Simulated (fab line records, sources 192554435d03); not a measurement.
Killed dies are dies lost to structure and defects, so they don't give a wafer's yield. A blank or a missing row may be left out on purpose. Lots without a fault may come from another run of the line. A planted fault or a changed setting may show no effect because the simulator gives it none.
Split-lot experiment | flow n5_finfet | 7 lots, 21 wafers read, on a route of 1938 steps

THE SPLIT
At N5_MOL_CONTACT_COAG_EXPOSE_81 (exposes mask VG, defocus 0 nm), the setting dose_mj was moved away from the recipe's 59.5 on 6 of the 21 wafers read, by -7.5% to +5.8%. The other wafers ran this setting at the recipe's value.

FROM THE SPLIT TO THE READING: what the file shows between them, 2 steps
- N5_MOL_CONTACT_COAG_PEB_82: peb time 60 s
- N5_MOL_CONTACT_COAG_DEVELOP_83: develop time 30 s

THE READING
cd_nm, in nm, at N5_MOL_CONTACT_COAG_CD_MEAS_84 (target cd 25.1 nm). Fault-free wafers of this fab line usually give 25.11 nm, standard deviation 0.26 nm.

wafer  | tool, chamber at the split | dose_mj as run | against the recipe | cd_nm, nm | against lot-mates on the recipe
L075.1 | euv_scanner-02, 0          | 59.5           | recipe             | 25.27     | -
L075.3 | euv_scanner-02, 0          | 59.5           | recipe             | 25.48     | -
L075.6 | euv_scanner-02, 0          | 59.5           | recipe             | 25.37     | -
L076.1 | euv_scanner-02, 0          | 59.5           | recipe             | 24.95     | -
L076.2 | euv_scanner-02, 0          | 59.5           | recipe             | 25.14     | -
L076.6 | euv_scanner-02, 0          | 59.5           | recipe             | 25.33     | -
L085.4 | euv_scanner-02, 0          | 59.5           | recipe             | 24.63     | -
L085.5 | euv_scanner-02, 0          | 62.98          | +5.8%              | 26.28     | +1.65
L085.6 | euv_scanner-02, 0          | 62.98          | +5.8%              | 25.68     | +1.05
L091.4 | euv_scanner-02, 0          | 59.5           | recipe             | 24.86     | -
L091.5 | euv_scanner-02, 0          | 59.5           | recipe             | 24.76     | -
L091.6 | euv_scanner-02, 0          | 59.5           | recipe             | 24.52     | -
L094.1 | euv_scanner-02, 0          | 55.06          | -7.5%              | 23.79     | -1.29
L094.2 | euv_scanner-02, 0          | 59.5           | recipe             | 25.08     | -
L094.3 | euv_scanner-02, 0          | 55.06          | -7.5%              | 24.01     | -1.07
L095.2 | euv_scanner-02, 0          | 57.73          | -3.0%              | 24.24     | -0.76
L095.3 | euv_scanner-02, 0          | 57.73          | -3.0%              | 24.50     | -0.50
L095.6 | euv_scanner-02, 0          | 59.5           | recipe             | 25.00     | -
L097.1 | euv_scanner-02, 0          | 59.5           | recipe             | 25.05     | -
L097.3 | euv_scanner-02, 0          | 59.5           | recipe             | 25.53     | -
L097.4 | euv_scanner-02, 0          | 59.5           | recipe             | 25.04     | -

THE FIT
A straight line over all 21 wafers: cd_nm changes by +0.162 nm for each +1% of dose_mj; r = +0.87; the points scatter about the line by 0.29 nm.
The same after taking each lot's own level away (the mean of its wafers on the recipe; 21 wafers): +0.19 nm for each +1%; r = +0.95; scatter 0.2 nm.
On that fit, the largest move of dose_mj shifts the reading by 1.4 nm.
The lots' own levels span 24.630 to 25.373 nm, that is 2.9 times the standard deviation above.
So the lot-to-lot level changes the slope: the two fits differ.
Check: with one of the wafers moved furthest among these (-7.5%) left out of the fit, the line predicts -1.42 nm for it against its lot-mates. It came out at -1.29 nm against them.

OTHER SPLITS ON THESE WAFERS
These wafers also went through other splits before the reading. Each is held against what the fit with the lots' levels taken away leaves over:
other split on the same wafers            | wafers away from the commonest value | r with cd_nm (lot level and that fit taken away)
N5_WELL_APT_COAT_02 spin_rpm              | 4                                    | +0.13
N5_PMOS_HMC_CHANNEL_EPI_PEB_07 peb_temp_c | 7                                    | -0.02
N5_DUMMY_GATE_ETCH_32 time_s              | 7                                    | -0.04
N5_DUMMY_GATE_ETCH_44 target_depth_a      | 10                                   | -0.05
N5_SD_EPI_N_EPI_21 time_s                 | 10                                   | +0.19
N5_SDB_EXPOSE_08 dose_mj                  | 8                                    | +0.08
N5_HKMG_FIN_ETCH_35 source_w              | 7                                    | -0.10
N5_GATE_CUT_ETCH_58 source_w              | 7                                    | -0.11

THE FILE'S OWN FIT
cd_nm changes by +0.188 nm for each +1% of dose_mj, r = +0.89.
